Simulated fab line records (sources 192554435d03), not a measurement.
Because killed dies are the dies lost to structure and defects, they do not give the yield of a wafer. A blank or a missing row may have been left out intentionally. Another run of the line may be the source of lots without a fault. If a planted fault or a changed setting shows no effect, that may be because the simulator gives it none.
fab line records    flow n5Finfet
record: lots: 7  wafers: 21
route steps=1938 shown BEOL_M13@1705 BEOL_M14@1716 BEOL_M15@1797
startH: start of the lot's first displayed wafer, in hours after the record's first day    waitH: hours elapsed since this lot's preceding step    " repeats the value in the row above    L1.1+2: a single row standing in for several wafers    - value missing, or start not given    * or withheld: withheld    < > ~ a bound
route shown NAME@n: names a module that has steps shown in the file, with the first one's number in the route    usual: mean/standard deviation of fault-free wafers    same: alike in all rows    chamber/n: place in a boat    sites: each site's reading    _std_site: how widely they spread, as a standard deviation    _edge_site: the outer-site mean with the inner-site mean subtracted    radiusMm: for every site, how far away it sits from the centre of the wafer    mask NAME#n: copy n    behind: the most recent tool/chamber to have shaped the wafer    hold: why the lot went on hold/how many hours it stayed there/how the hold came to an end    device: names the non-switching transistor (n, p or np)    end of line: the same wafers' tests at the end of the route    for a step that has no rows: nothing shown but its recipe    killed: not the wafer's yield, but the dies lost to structure and defects at the first sort    map: a wafer's dies, x killed, . not, _ none there
set.NAME: the setting the step ran with; set.NAME@STEP: the setting that earlier step ran with    model.NAME: the simulator's own value behind a step, which no gauge read
lots run with intentionally changed settings; tables by step, rows by wafer
== steps ==
step: N5_BEOL_M13_SPUTTER_43
recipe: material: TaN  targetThkA: 150  tempC: 50  biasV: 168.6  powerW: 15000  chamberPressurePa: 0.12  timeS: 24.19
lot.wafer  tool           chamber  startH  waitH  set.timeS  model.TaN_of_BEOL_M13_SPUTTER_43.thkNm
L079.1     pvdSputter-02  -        301.18  0.0    24.19      14.8
L079.3+6   "              -        "       "      24.19      15
L082.3     pvdSputter-03  -        320.98  0.0    24.19      14.8
L082.4     "              -        "       "      24.19      15.4
L082.5     "              -        "       "      24.19      15
L080.1     pvdSputter-03  -        336.80  0.0    21.35      13.6
L080.2+4   "              -        "       "      24.19      15
L083.2+6   pvdSputter-03  -        342.17  2.1    24.19      15.2
L083.3     "              -        "       "      24.19      15
L092.1     pvdSputter-01  -        385.39  0.0    21.06      12.6
L092.5     "              -        "       "      24.19      14.8
L092.6     "              -        "       "      24.19      14.4
L090.3+5   pvdSputter-03  -        397.51  0.0    24.19      14.8
L090.6     "              -        "       "      24.19      14.4
L096.2+6   pvdSputter-02  -        411.44  0.0    24.19      14.8
L096.3     "              -        "       "      24.19      15
step: N5_BEOL_M13_SPUTTER_44
recipe: material: Ta  targetThkA: 100  tempC: 50  biasV: 80  powerW: 15000  chamberPressurePa: 0.07  timeS: 16.13
step: N5_BEOL_M13_SPUTTER_45
recipe: material: Cu  targetThkA: 800  tempC: -20  biasV: 60  powerW: 26000  chamberPressurePa: 0.13  timeS: 13.33
step: N5_BEOL_M13_ECD_47
recipe: material: Cu  targetThkA: 9360
step: N5_BEOL_M13_ANNEAL_48
recipe: tempC: 225  timeS: 90  ambient: N2
step: N5_BEOL_M13_CMP_49
recipe: stopOn: SiOC  tOverpolishS: 17.1  downForcePsi: 1  platenRpm: 50  clearingPlatenDownForcePsi: 1.5  clearingPlatenRpm: 50  postCmpClean: cuAlkaline  targetThkNm: 420  clearingPlatenPadVelocityMS: 0.99484  padVelocityMS: 0.99484
usual: barrierFieldEndpointS: 30.0/0.68
lot.wafer  tool    chamber  startH  waitH  set.timeS@BEOL_M13_SPUTTER_43  barrierFieldEndpointS
L079.3     cmp-03  3        302.20  0.2    24.19                          30.7
L079.1     "       0        "       "      24.19                          30.3
L079.6     "       2        "       "      24.19                          30.6
L082.3     cmp-04  3        321.71  0.2    24.19                          28.5
L082.4     "       0        "       "      24.19                          29.4
L082.5     "       0        "       "      24.19                          29.1
L080.4     cmp-03  2        337.84  0.2    24.19                          30.0
L080.2     "       3        "       "      24.19                          30.3
L080.1     "       0        "       "      21.35                          28.4
L083.3     cmp-03  1        342.94  0.2    24.19                          29.3
L083.2     "       2        "       "      24.19                          29.9
L083.6     "       1        "       "      24.19                          29.9
L092.1     cmp-02  3        386.20  0.3    21.06                          26.9
L092.5     "       1        "       "      24.19                          29.2
L092.6     "       2        "       "      24.19                          29.4
L090.3     cmp-04  2        398.85  0.3    24.19                          29.5
L090.5     "       3        "       "      24.19                          28.9
L090.6     "       0        "       "      24.19                          30.0
L096.3     cmp-02  0        412.18  0.2    24.19                          29.3
L096.2     "       1        "       "      24.19                          29.7
L096.6     "       0        "       "      24.19                          30.2
step: N5_BEOL_M14_ILD_DEP_00
recipe: material: SiO2  targetThkA: 11193  tempC: 400  precursor: TEOS/O2  pressureTorr: 6.5  rfW: 900  teosFlowSccm: 161.4  gas: O2  flowSccm: 2650  timeS: 237.4
lot.wafer  tool      chamber  startH  waitH  set.timeS  model.SiO2_of_BEOL_M14_ILD_DEP_00.thkNm
L079.1     pecvd-02  2        302.67  0.0    237.4      1103
L079.3     "         1        "       "      237.4      1112
L079.6     "         1        "       "      262.4      1253
L082.3+5   pecvd-02  0,2      322.20  0.0    237.4      1104
L082.4     "         1        "       "      261.6      1245
L080.1     pecvd-02  0        338.29  0.0    272.8      1295
L080.2     "         2        "       "      272.8      1278
L080.4     "         1        "       "      237.4      1148
L083.2     pecvd-02  2        343.39  0.0    237.4      1099
L083.3     "         0        "       "      237.4      1112
L083.6     "         1        "       "      237.4      1131
L092.1     pecvd-01  0        386.64  0.0    224.6      1053
L092.5     "         0        "       "      224.6      1079
L092.6     "         2        "       "      224.6      1063
L090.3     pecvd-01  1        399.25  0.0    237.4      1112
L090.5     "         0        "       "      219.2      1055
L090.6     "         1        "       "      219.2      1039
L096.2     pecvd-02  1        412.66  0.0    269.5      1280
L096.3     "         2        "       "      269.5      1263
L096.6     "         1        "       "      237.4      1152
step: N5_BEOL_M14_THK_MEAS_01
recipe: reads: SiO2_of_BEOL_M14_ILD_DEP_00
usual: M14_ILD_THK: 1115/13
lot.wafer  tool          chamber  startH  waitH  set.timeS@BEOL_M14_ILD_DEP_00  M14_ILD_THK[nm]
L079.1     filmMetro-01  -        302.86  0.1    237.4                          1103
L079.3     "             -        "       "      237.4                          1113
L079.6     "             -        "       "      262.4                          1251
L082.3     filmMetro-02  -        322.39  0.1    237.4                          1104
L082.4     "             -        "       "      261.6                          1245
L082.5     "             -        "       "      237.4                          1104
L080.1     filmMetro-02  -        338.47  0.1    272.8                          1294
L080.2     "             -        "       "      272.8                          1279
L080.4     "             -        "       "      237.4                          1148
L083.2     filmMetro-02  -        343.58  0.1    237.4                          1100
L083.3     "             -        "       "      237.4                          1111
L083.6     "             -        "       "      237.4                          1132
L092.1     filmMetro-01  -        386.83  0.1    224.6                          1053
L092.5     "             -        "       "      224.6                          1079
L092.6     "             -        "       "      224.6                          1063
L090.3     filmMetro-02  -        399.44  0.1    237.4                          1112
L090.5     "             -        "       "      219.2                          1056
L090.6     "             -        "       "      219.2                          1038
L096.2     filmMetro-01  -        412.85  0.1    269.5                          1280
L096.3     "             -        "       "      269.5                          1264
L096.6     "             -        "       "      237.4                          1153
step: N5_BEOL_M14_COAT_58
recipe: resist: BARC  tempC: 205  timeS: 60  spinRpm: 1500  resistThkNm: 89
step: N5_BEOL_M14_COAT_04
recipe: spinRpm: 1704  resistThkNm: 800
step: N5_BEOL_M14_DESCUM_15
recipe: chemistry: O2  timeS: 7.9  sourcePowerW: 50  biasPowerW: 20  pressureMtorr: 20  rfFrequencyHz: 2.712e+07  tempC: 40  o2FlowSccm: 225
step: N5_BEOL_M14_ETCH_59
recipe: chemistry: N2/H2  target: BARC  targetDepthA: 890  overetchA: 267  timeS: 67.9  ionEnergyEv: 200  pressureMtorr: 30  sourceW: 840  biasW: 150  n2FlowSccm: 200  h2FlowSccm: 200
step: N5_BEOL_M14_VIA_ETCH_16
recipe: chemistry: C4F8/O2/Ar  target: SiO2  heInnerTorr: 15  heOuterTorr: 30  targetDepthA: 12313  timeS: withheld  ionEnergyEv: 800  pressureMtorr: 20  sourceW: 1905  biasW: 2040  Ar_flow_sccm: 400  C4F8_flow_sccm: 16  O2_flow_sccm: 12  ends: cleared
lot.wafer  tool        chamber  startH  waitH  set.timeS@BEOL_M14_ILD_DEP_00  model.etch.depthNm  model.coat_of_BEOL_M14_COAT_04.thkNm
L079.1     rieDiel-03  2        303.35  0.0    *                              1103                460
L079.3     "           1        "       "      *                              1112                456.8
L079.6     "           0        "       "      *                              1253                428.8
L082.3     rieDiel-04  2        323.03  0.0    *                              1104                466.6
L082.4     "           3        "       "      *                              1245                422.6
L082.5     "           0        "       "      *                              1104                465.8
L080.1     rieDiel-03  0        339.09  0.0    *                              1295                417.4
L080.2     "           1        "       "      *                              1278                417
L080.4     "           2        "       "      *                              1148                451.8
L083.2     rieDiel-04  2        344.06  0.0    *                              1099                468
L083.3     "           3        "       "      *                              1112                453
L083.6     "           0        "       "      *                              1131                456.2
L092.1     rieDiel-04  3        387.44  0.0    *                              1053                465.6
L092.5     "           0        "       "      *                              1079                467.4
L092.6     "           3        "       "      *                              1063                466.2
L090.3     rieDiel-03  3        400.18  0.0    *                              1112                453.6
L090.5     "           1        "       "      *                              1055                471.4
L090.6     "           3        "       "      *                              1039                470.4
L096.2     rieDiel-03  1        413.46  0.0    *                              1280                417.6
L096.3     "           2        "       "      *                              1263                419.6
L096.6     "           1        "       "      *                              1152                450
step: N5_BEOL_M14_TRENCH_ETCH_34
recipe: chemistry: C4F8/O2/Ar  target: SiO2  targetDepthA: 5566.5  maskMaterial: SOC  heInnerTorr: 15  heOuterTorr: 30  timeS: 126.9  ionEnergyEv: 800  pressureMtorr: 20  sourceW: 1905  biasW: 2040  Ar_flow_sccm: 400  C4F8_flow_sccm: 16  O2_flow_sccm: 12
lot.wafer  tool        chamber  startH  waitH  set.timeS  model.etch.depthNm
L079.1     rieDiel-05  0        304.75  0.0    101.7      462.4
L079.3     "           2        "       "      126.9      581.6
L079.6     "           0        "       "      126.9      572.4
L082.3     rieDiel-03  0        324.42  0.0    126.9      545.6
L082.4     "           1        "       "      126.9      573.1
L082.5     "           2        "       "      126.9      542.8
L080.1     rieDiel-05  2        340.52  0.0    116.3      530.8
L080.2     "           3        "       "      116.3      502.6
L080.4     "           1        "       "      126.9      565.2
L083.2     rieDiel-05  0        345.28  0.0    126.9      577.6
L083.3     "           2        "       "      126.9      575.7
L083.6     "           0        "       "      126.9      573.7
L092.1     rieDiel-03  0        388.81  0.0    110.4      470.4
L092.5     "           2        "       "      126.9      539.4
L092.6     "           3        "       "      110.4      486.8
L090.3     rieDiel-05  2        401.41  0.0    126.9      570
L090.5     "           3        "       "      141.6      618
L090.6     "           2        "       "      141.6      637.3
L096.2     rieDiel-05  0        414.67  0.0    126.9      569.9
L096.3     "           3        "       "      126.9      549.8
L096.6     "           3        "       "      126.9      553.3
step: N5_BEOL_M14_STRIP_70
recipe: chemistry: C4F8/O2/Ar  resist: SiARC  rfFrequencyHz: 6e+07
step: N5_BEOL_M14_OCD_MEAS_35
usual: trenchDepthNm: 564/11
lot.wafer  tool    chamber  startH  waitH  set.timeS@BEOL_M14_TRENCH_ETCH_34  trenchDepthNm
L079.1     ocd-02  -        304.91  0.0    101.7                              463
L079.3     "       -        "       "      126.9                              582
L079.6     "       -        "       "      126.9                              572
L082.3     ocd-01  -        324.57  0.0    126.9                              545
L082.4     "       -        "       "      126.9                              573
L082.5     "       -        "       "      126.9                              543
L080.1     ocd-01  -        340.68  0.0    116.3                              531
L080.2     "       -        "       "      116.3                              502
L080.4     "       -        "       "      126.9                              566
L083.2     ocd-02  -        345.43  0.0    126.9                              578
L083.3     "       -        "       "      126.9                              576
L083.6     "       -        "       "      126.9                              574
L092.1     ocd-02  -        388.97  0.0    110.4                              471
L092.5     "       -        "       "      126.9                              540
L092.6     "       -        "       "      110.4                              487
L090.3     ocd-02  -        401.57  0.0    126.9                              570
L090.5     "       -        "       "      141.6                              618
L090.6     "       -        "       "      141.6                              637
L096.2     ocd-01  -        414.83  0.0    126.9                              570
L096.3     "       -        "       "      126.9                              550
L096.6     "       -        "       "      126.9                              553
step: N5_BEOL_M14_STRIP_37
recipe: chemistry: O2  powerW: 600  tempC: 60  pressureMtorr: 30  rfFrequencyHz: 6e+07  biasPowerW: 0  overashFraction: 0.3  o2FlowSccm: 225
step: N5_BEOL_M14_ETCH_38
recipe: chemistry: CF4/N2  target: SiCN  targetDepthA: 1065  taperDeg: 2  timeS: 120.6  ionEnergyEv: 150  maskMaterial: SiO2  pressureMtorr: 40  sourceW: 430  biasW: 70  Ar_flow_sccm: 100  cf4FlowSccm: 60  n2FlowSccm: 60
lot.wafer  tool        chamber  startH  waitH  set.timeS@BEOL_M14_ILD_DEP_00  model.SiO2_of_BEOL_M14_ILD_DEP_00.thkNm
L079.1     rieDiel-03  1        -       -      237.4                          1038
L079.3     "           0        "       "      237.4                          1049
L079.6     "           0        "       "      262.4                          1190
L082.3     rieDiel-03  0        -       -      237.4                          1040
L082.4     "           2        "       "      261.6                          1182
L082.5     "           2        "       "      237.4                          1041
L080.1     rieDiel-05  0        -       -      272.8                          1228
L080.2     "           1        "       "      272.8                          1213
L080.4     "           2        "       "      237.4                          1080
L083.2     rieDiel-05  0        -       -      237.4                          1032
L083.3     "           2        "       "      237.4                          1045
L083.6     "           0        "       "      237.4                          1064
L092.1     rieDiel-04  0        -       -      224.6                          987.4
L092.5     "           2        "       "      224.6                          1013
L092.6     "           0        "       "      224.6                          997.4
L090.3     rieDiel-03  3        -       -      237.4                          1047
L090.5     "           1        "       "      219.2                          991.2
L090.6     "           0        "       "      219.2                          975.8
L096.2     rieDiel-04  3        -       -      269.5                          1215
L096.3     "           0        "       "      269.5                          1198
L096.6     "           3        "       "      237.4                          1087
step: N5_BEOL_M14_PRECLEAN_39
recipe: chemistry: residueRemover  timeS: 60  tempC: 40
step: N5_BEOL_M14_SRD_40
recipe: timeS: 30  tempC: 23  rinseLiquid: diw  dry: n2Spin  spinRpm: 1500  dryTimeS: 30
step: N5_BEOL_M14_ECD_47
recipe: material: Cu  targetThkA: 12480
step: N5_BEOL_M14_ANNEAL_48
recipe: tempC: 225  timeS: 90  ambient: N2
step: N5_BEOL_M14_CMP_49
recipe: stopOn: SiO2  tOverpolishS: 5.2  downForcePsi: 2  platenRpm: 80  clearingPlatenDownForcePsi: 2  clearingPlatenRpm: 80  postCmpClean: cuAlkaline  targetThkNm: 560  clearingPlatenPadVelocityMS: 1.5917  padVelocityMS: 1.5917
lot.wafer  tool    chamber  startH  waitH  set.timeS@BEOL_M14_TRENCH_ETCH_34  model.Cu_of_BEOL_M14_ECD_47.thkNm
L079.1     cmp-01  1        307.69  0.3    101.7                              464.4
L079.3     "       3        "       "      126.9                              585.6
L079.6     "       0        "       "      126.9                              575.8
L082.4     cmp-03  3        330.89  0.1    126.9                              577
L082.3     "       0        "       "      126.9                              548.8
L082.5     "       0        "       "      126.9                              545.8
L080.1     cmp-01  1        349.14  0.3    116.3                              534.2
L080.2     "       2        "       "      116.3                              506
L080.4     "       0        "       "      126.9                              569.6
L083.2     cmp-02  3        352.39  0.2    126.9                              579.6
L083.3     "       1        "       "      126.9                              579.4
L083.6     "       3        "       "      126.9                              576.4
L092.1     cmp-02  2        390.84  0.3    110.4                              474
L092.6     "       1        "       "      110.4                              490
L092.5     "       2        "       "      126.9                              544.4
L090.3     cmp-02  2        408.08  0.2    126.9                              573.6
L090.6     "       0        "       "      141.6                              639.2
L090.5     "       1        "       "      141.6                              621.4
L096.3     cmp-03  3        418.38  0.2    126.9                              554.2
L096.2     "       2        "       "      126.9                              573.2
L096.6     "       0        "       "      126.9                              555.8
step: N5_BEOL_M14_THK_MEAS_50
recipe: thkMeasGauge: xrf  reads: Cu_of_BEOL_M14_ECD_47
usual: M14_THK: 554/13
lot.wafer  tool          chamber  startH  waitH  set.timeS@BEOL_M14_TRENCH_ETCH_34  M14_THK[nm]
L079.1     filmMetro-01  -        307.95  -      101.7                              452
L079.3     "             -        "       "      126.9                              570
L079.6     "             -        "       "      126.9                              559
L082.3     filmMetro-02  -        331.18  -      126.9                              542
L082.4     "             -        "       "      126.9                              569
L082.5     "             -        "       "      126.9                              538
L080.1     filmMetro-01  -        349.44  -      116.3                              517
L080.2     "             -        "       "      116.3                              490
L080.4     "             -        "       "      126.9                              548
L083.2     filmMetro-01  -        352.64  -      126.9                              561
L083.3     "             -        "       "      126.9                              564
L083.6     "             -        "       "      126.9                              559
L092.1     filmMetro-01  -        391.10  -      110.4                              460
L092.5     "             -        "       "      126.9                              527
L092.6     "             -        "       "      110.4                              473
L090.3     filmMetro-01  -        408.30  -      126.9                              562
L090.5     "             -        "       "      141.6                              610
L090.6     "             -        "       "      141.6                              626
L096.2     filmMetro-01  -        418.68  -      126.9                              552
L096.3     "             -        "       "      126.9                              533
L096.6     "             -        "       "      126.9                              537
step: N5_BEOL_M14_PRE_CLEAN_52
recipe: gas: NH3  timeS: 15  tempC: withheld  rfPowerW: 300
step: N5_BEOL_M14_DEP_53
recipe: material: SiCN  targetThkA: 500  tempC: withheld  precursor: 3MS/NH3  pressureTorr: 3  rfW: 675  timeS: 17.8
step: N5_BEOL_M14_RS_MEAS_54
recipe: thkMeasGauge: four-point-probe  reads: Cu_of_BEOL_M14_ECD_47+Ta_of_BEOL_M14_SPUTTER_44+TaN_of_BEOL_M14_SPUTTER_43
usual: M14_RS: 0.0328/0.00064
lot.wafer  tool          chamber  startH  waitH  set.timeS@BEOL_M14_TRENCH_ETCH_34  M14_RS[ohm/sq]
L079.1     filmMetro-01  -        308.08  0.0    101.7                              0.0402
L079.3     "             -        "       "      126.9                              0.0318
L079.6     "             -        "       "      126.9                              0.0323
L082.3     filmMetro-02  -        331.31  0.1    126.9                              0.0339
L082.4     "             -        "       "      126.9                              0.0322
L082.5     "             -        "       "      126.9                              0.0341
L080.1     filmMetro-01  -        349.60  0.1    116.3                              0.0349
L080.2     "             -        "       "      116.3                              0.0368
L080.4     "             -        "       "      126.9                              0.0327
L083.2     filmMetro-01  -        352.80  0.1    126.9                              0.0321
L083.3     "             -        "       "      126.9                              0.0321
L083.6     "             -        "       "      126.9                              0.0322
L092.1     filmMetro-01  -        391.26  0.1    110.4                              0.0394
L092.5     "             -        "       "      126.9                              0.0342
L092.6     "             -        "       "      110.4                              0.0381
L090.3     filmMetro-02  -        408.46  0.1    126.9                              0.0324
L090.5     "             -        "       "      141.6                              0.0298
L090.6     "             -        "       "      141.6                              0.0290
L096.2     filmMetro-01  -        418.81  0.1    126.9                              0.0324
L096.3     "             -        "       "      126.9                              0.0335
L096.6     "             -        "       "      126.9                              0.0335
step: N5_BEOL_M15_COAT_22
recipe: spinRpm: 1704  resistThkNm: 800
lot.wafer  tool           chamber  startH  waitH  set.spinRpm  model.coat_of_BEOL_M15_COAT_22.thkNm
L079.1     lithoTrack-05  0        -       -      1704         802.4
L079.3     "              0        "       "      1766         787.8
L079.6     "              0        "       "      1766         787.2
L082.3     lithoTrack-05  0        -       -      1704         799.4
L082.4     "              0        "       "      1704         800.8
L082.5     "              0        "       "      1867         763.4
L080.1     lithoTrack-02  0        -       -      1704         803.6
L080.2     "              0        "       "      1891         761.2
L080.4     "              0        "       "      1704         803
L083.2     lithoTrack-05  0        -       -      1704         799.6
L083.3     "              0        "       "      1704         800.4
L083.6     "              0        "       "      1704         799.4
L092.1     lithoTrack-05  0        -       -      1704         799.2
L092.5     "              0        "       "      1704         800.2
L092.6     "              0        "       "      1550         837.8
L090.3     lithoTrack-05  0        -       -      1704         802.6
L090.5     "              0        "       "      1632         817.6
L090.6     "              0        "       "      1704         804.4
L096.2     lithoTrack-03  0        -       -      1635         817.4
L096.3     "              0        "       "      1704         799.2
L096.6     "              0        "       "      1704         798.6
step: N5_BEOL_M15_EBR_24
recipe: solvent: PGMEA  ebrWidthMm: 1.5
step: N5_BEOL_M15_SOFTBAKE_23
recipe: tempC: 130  timeS: 60
step: N5_BEOL_M15_DESCUM_33
recipe: chemistry: O2  timeS: 7.9  sourcePowerW: 50  biasPowerW: 20  pressureMtorr: 20  rfFrequencyHz: 2.712e+07  tempC: 40  o2FlowSccm: 225
lot.wafer  tool        chamber  startH  waitH  set.spinRpm@BEOL_M15_COAT_22  model.coat_of_BEOL_M15_COAT_22.thkNm
L079.1     rieDiel-01  1        311.22  0.0    1704                          784.2
L079.3     "           0        "       "      1766                          769.6
L079.6     "           0        "       "      1766                          769
L082.3     rieDiel-06  1        333.65  0.1    1704                          781.2
L082.4     "           3        "       "      1704                          782.6
L082.5     "           2        "       "      1867                          745.2
L080.1     rieDiel-01  0        352.01  0.0    1704                          785.4
L080.2     "           1        "       "      1891                          743.2
L080.4     "           3        "       "      1704                          785
L083.2     rieDiel-01  2        354.97  0.0    1704                          781.4
L083.3     "           3        "       "      1704                          782.2
L083.6     "           3        "       "      1704                          781.2
L092.1     rieDiel-02  3        393.84  0.0    1704                          781.2
L092.5     "           1        "       "      1704                          782
L092.6     "           3        "       "      1550                          819.6
L090.3     rieDiel-01  2        410.79  0.0    1704                          784.4
L090.5     "           0        "       "      1632                          799.4
L090.6     "           1        "       "      1704                          786.4
L096.2     rieDiel-02  0        421.35  0.0    1635                          799.4
L096.3     "           0        "       "      1704                          781.2
L096.6     "           1        "       "      1704                          780.6
== key ==
split: step: N5_BEOL_M13_SPUTTER_43  setting: timeS  stated: 24.19  by: wafer
response: step: N5_BEOL_M13_SPUTTER_43  reading: model.TaN_of_BEOL_M13_SPUTTER_43.thkNm  change: +0.139  per: 1%  r: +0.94
response: step: N5_BEOL_M13_CMP_49  reading: barrierFieldEndpointS  change: +0.168  per: 1%  r: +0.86
split: step: N5_BEOL_M14_ILD_DEP_00  setting: timeS  stated: 237.4  by: wafer
response: step: N5_BEOL_M14_ILD_DEP_00  reading: model.SiO2_of_BEOL_M14_ILD_DEP_00.thkNm  change: +10.5  per: 1%  r: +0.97
response: step: N5_BEOL_M14_THK_MEAS_01  reading: M14_ILD_THK  change: +10.5  per: 1%  r: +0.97
response: step: N5_BEOL_M14_VIA_ETCH_16  reading: model.etch.depthNm  change: +10.5  per: 1%  r: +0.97
response: step: N5_BEOL_M14_VIA_ETCH_16  reading: model.coat_of_BEOL_M14_COAT_04.thkNm  change: -2.7  per: 1%  r: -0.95
response: step: N5_BEOL_M14_ETCH_38  reading: model.SiO2_of_BEOL_M14_ILD_DEP_00.thkNm  change: +10.6  per: 1%  r: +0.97
split: step: N5_BEOL_M14_TRENCH_ETCH_34  setting: timeS  stated: 126.9  by: wafer
response: step: N5_BEOL_M14_TRENCH_ETCH_34  reading: model.etch.depthNm  change: +5.39  per: 1%  r: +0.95
response: step: N5_BEOL_M14_OCD_MEAS_35  reading: trenchDepthNm  change: +5.41  per: 1%  r: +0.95
response: step: N5_BEOL_M14_CMP_49  reading: model.Cu_of_BEOL_M14_ECD_47.thkNm  change: +5.46  per: 1%  r: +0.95
response: step: N5_BEOL_M14_THK_MEAS_50  reading: M14_THK  change: +5.27  per: 1%  r: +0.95
response: step: N5_BEOL_M14_RS_MEAS_54  reading: M14_RS  change: -0.000369  per: 1%  r: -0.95
split: step: N5_BEOL_M15_COAT_22  setting: spinRpm  stated: 1704  by: wafer
response: step: N5_BEOL_M15_COAT_22  reading: model.coat_of_BEOL_M15_COAT_22.thkNm  change: -3.95  per: 1%  r: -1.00
response: step: N5_BEOL_M15_DESCUM_33  reading: model.coat_of_BEOL_M15_COAT_22.thkNm  change: -3.94  per: 1%  r: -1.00
